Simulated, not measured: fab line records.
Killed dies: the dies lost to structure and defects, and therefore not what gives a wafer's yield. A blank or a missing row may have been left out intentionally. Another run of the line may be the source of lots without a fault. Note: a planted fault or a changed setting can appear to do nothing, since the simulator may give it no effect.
Problem report, 8D (eight disciplines) form, completed by code    flow nandHarc    the parts of the form that need people (team, actions taken, sign-off) are left out

## 1. WHAT IS WRONG
Mean of thkNm at NHARC_A_ONON_D1_THK_MEAS_30: 675 nm across 6 wafers in 2 lots; on wafers with no fault it is 997 nm (standard deviation 9.9). Measured from the usual mean, that is -33 standard deviations.
The step: measures by ellipsometry.
First seen on wafer L681.1, day 12 17:30, on filmMetro-02. Wafers with a number at this step in the record: 39, from 13 lots. By rule, "out" or "out of limits" means more than 4 standard deviations away from the usual mean. All remaining wafers that have a number are taken as sound.

## 2. WHAT IT IS AND WHAT IT IS NOT
question                     is                      is not
which readings at this step  thkNm                   -
which lots                   L681, L683              L671, L675, L676, L680, L688, L689, L690, L691, L692, L693, L694
which wafers of those lots   all that have a number  -
read on which gauges         filmMetro-02            filmMetro-01
when                         from day 12 17:30       up to then (12 sound wafers); but 21 sound wafers of L688, L689, L690, L691, L692, L693, L694 came after

## 3. WHAT RULES OUT EACH SUSPECT
Counting: any tool at a process step up to the reading is kept as a suspect provided that every lot that is out went through it and no sound lot did after the first of them.
- the gauge at NHARC_A_ONON_D1_THK_MEAS_30 is ruled out. All the wafers that are out were read on filmMetro-02, but those of them that NHARC_END_SORT_01 has rows for are out there too, on other tools.
- pecvdOnon-04 at NHARC_A_ONON_D1_DEP_28 (target thk 1000 nm): ruled out as a lasting fault. Sound lots L693 ran on it after its first lot that is out, L681 (day 12 16:59).
Left after counting: nothing in the record.

## 4. THE CAUSE (what the simulator had put in)
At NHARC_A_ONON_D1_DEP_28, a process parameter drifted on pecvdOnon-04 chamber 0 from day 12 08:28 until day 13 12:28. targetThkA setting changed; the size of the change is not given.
Counting ruled it out, wrongly: the rule takes a fault to strike every lot that its tool runs from its start on, and this one did not.

## 5. SEQUENCE OF EFFECTS, ordered by route
Each row: a reading whose mean over the struck wafers that have a number lies more than 3 standard deviations from the usual. Scope: only readings with a usual standard deviation given in the record; hours: median across lots of the time from each lot's start at the first step in this table that gives one to its start at this step; sigmas: change in usual standard deviations.
hours  step                         reading        usual   on struck wafers  change  sigmas
0      NHARC_A_ONON_D1_THK_MEAS_30  thkNm          997 nm  675               -322    -33
381    NHARC_END_SORT_01            killedAtArray  56      672               +616    +31
381    NHARC_END_SORT_01            killedDies     60      677               +617    +31

## 6. HOW IT WOULD HAVE BEEN CAUGHT EARLIER
9 hours passed between the start of the fault at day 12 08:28 and the first reading out of limits at a measuring or inspecting step in this record, taken at day 12 17:30.
